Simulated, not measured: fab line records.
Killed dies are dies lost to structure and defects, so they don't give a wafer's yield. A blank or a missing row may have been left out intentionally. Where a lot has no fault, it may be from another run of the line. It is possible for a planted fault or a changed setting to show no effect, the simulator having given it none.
Struck lot and sound lot, side by side ; flow n5-finfet ; 17 out of 1938 route steps
Sound: the wafers L405.1, L405.5, L405.6. Struck: wafer L416.5; the same lot's L416.3 was not struck, so it is left out; see the end for the cause.
At each step with rows: each side's tool, then ch and its chambers, then its first start. Under that, the readings that differ: sound wafers ; struck wafers ; difference of the means ; sigmas: that difference in standard deviations of wafers without a fault.
alike: readings whose means differ by less than 2 such deviations, and words and numbers that are the same on both sides. not compared: withheld readings, readings that some wafer has no value for, bounds like >300 that may hide the same value, and numbers for which the record gives no deviation and whose values overlap.
Wherever a step has rows on one side only, a row that says differs or no value, or a row with sigmas, the two part there. Numbers that have no deviation but don't overlap get no sigmas and don't part them. A reading missing from all wafers of one side parts the sides only when that side holds two or more wafers.

N5_BEOL_M3_ANNEAL_82: time 240 s.
  sound on pvd-sputter-03, day 9 03:54; struck on pvd-sputter-02, day 12 07:42
reading;sound;struck;difference;sigmas
heater-power-w (W);864 794 861;1070;+230;+2
then, 5 steps without rows for these wafers: N5_BEOL_M3_SPUTTER_86 (material Cu, target thk 4.5 nm, time 8.29 s); N5_BEOL_M3_ANNEAL_87 (time 240 s); N5_BEOL_M3_SPUTTER_88 (material Cu, target thk 4.5 nm, time 8.29 s); N5_BEOL_M3_ANNEAL_89 (time 240 s); N5_BEOL_M3_SPUTTER_90 (material Cu, target thk 4.5 nm, time 8.29 s).
N5_BEOL_M3_ANNEAL_91: time 240 s.
  sound on pvd-sputter-03, day 9 04:34; struck on pvd-sputter-02, day 12 08:22
reading;sound;struck;difference;sigmas
heater-power-w (W);841 778 835;1094;+276;+3
N5_BEOL_M3_SPUTTER_92: material Cu, target thk 4.5 nm, time 8.29 s.
  sound on pvd-sputter-03, day 9 04:42; struck on pvd-sputter-02, day 12 08:30
  alike: substrate-temp-c, throttle-valve-pct
N5_BEOL_M3_ANNEAL_93: time 240 s.
  sound on pvd-sputter-03, day 9 04:47; struck on pvd-sputter-02, day 12 08:35
reading;sound;struck;difference;sigmas
heater-power-w (W);841 791 836;1060;+237;+2
then, 1 step without rows for these wafers: N5_BEOL_M3_SPUTTER_94 (material Cu, target thk 4.5 nm, time 8.29 s).
N5_BEOL_M3_ANNEAL_95: time 240 s.
  sound on pvd-sputter-03, day 9 05:00; struck on pvd-sputter-02, day 12 08:48
reading;sound;struck;difference;sigmas
heater-power-w (W);847 773 846;1053;+231;+2
then, 1 step without rows for these wafers: N5_BEOL_M3_SPUTTER_96 (material Cu, target thk 4.5 nm, time 8.29 s).
N5_BEOL_M3_ECD_50: material Cu, target thk 300 nm.
  sound on ecd-cu-02 ch 0,1, day 9 05:15; struck on ecd-cu-02 ch 1, day 12 09:04
reading;sound;struck;difference;sigmas
model.Cu_of_BEOL_M3_ECD_50.thk-nm (nm);300 299.2 298.6;399.2;+99.9;
then, 1 step without rows for these wafers: N5_BEOL_M3_ANNEAL_51 (time 90 s).
N5_BEOL_M3_CMP_52: polishes, stops on SiOC, t overpolish 6.8 s, target thk 40 nm.
  sound on cmp-03 ch 0,1, day 9 05:38; struck on cmp-02 ch 0, day 12 09:36
reading;sound;struck;difference;sigmas
motor-current-A (A);5.8 5.3 5.9;7.2;+1.5;+2
platen-rpm (rpm);50.03 50.05 50.02;49.96;-0.07;-2
time-to-endpoint-s (s);61 62 63;89;+27;+8
  alike: clearing-platen-down-force-psi, edge-zone-pressure-frac, slurry-flow-ml-min
  not compared: pad-life-wafers
N5_BEOL_M3_THK_MEAS_53: measures by xrf.
  sound on film-metro-01, day 9 05:55; struck on film-metro-02, day 12 09:49
  alike: M3_THK
N5_BEOL_M4_RC_MEAS_101:
  sound on prober-01 ch 0, day 10 05:14; struck on prober-02 ch 0, day 12 23:19
  alike: DIBL_N, DIBL_P, IOFF_N, IOFF_P, ION_N, ION_P, SS_N, SS_P, VT_N, VT_P

WHERE THEY PART
At N5_BEOL_M3_ANNEAL_82 first; at N5_BEOL_M3_CMP_52 last (within this record only). Later steps at which nothing parts them and some readings are alike: N5_BEOL_M3_THK_MEAS_53, N5_BEOL_M4_RC_MEAS_101.

WHY: whatever the simulator had introduced
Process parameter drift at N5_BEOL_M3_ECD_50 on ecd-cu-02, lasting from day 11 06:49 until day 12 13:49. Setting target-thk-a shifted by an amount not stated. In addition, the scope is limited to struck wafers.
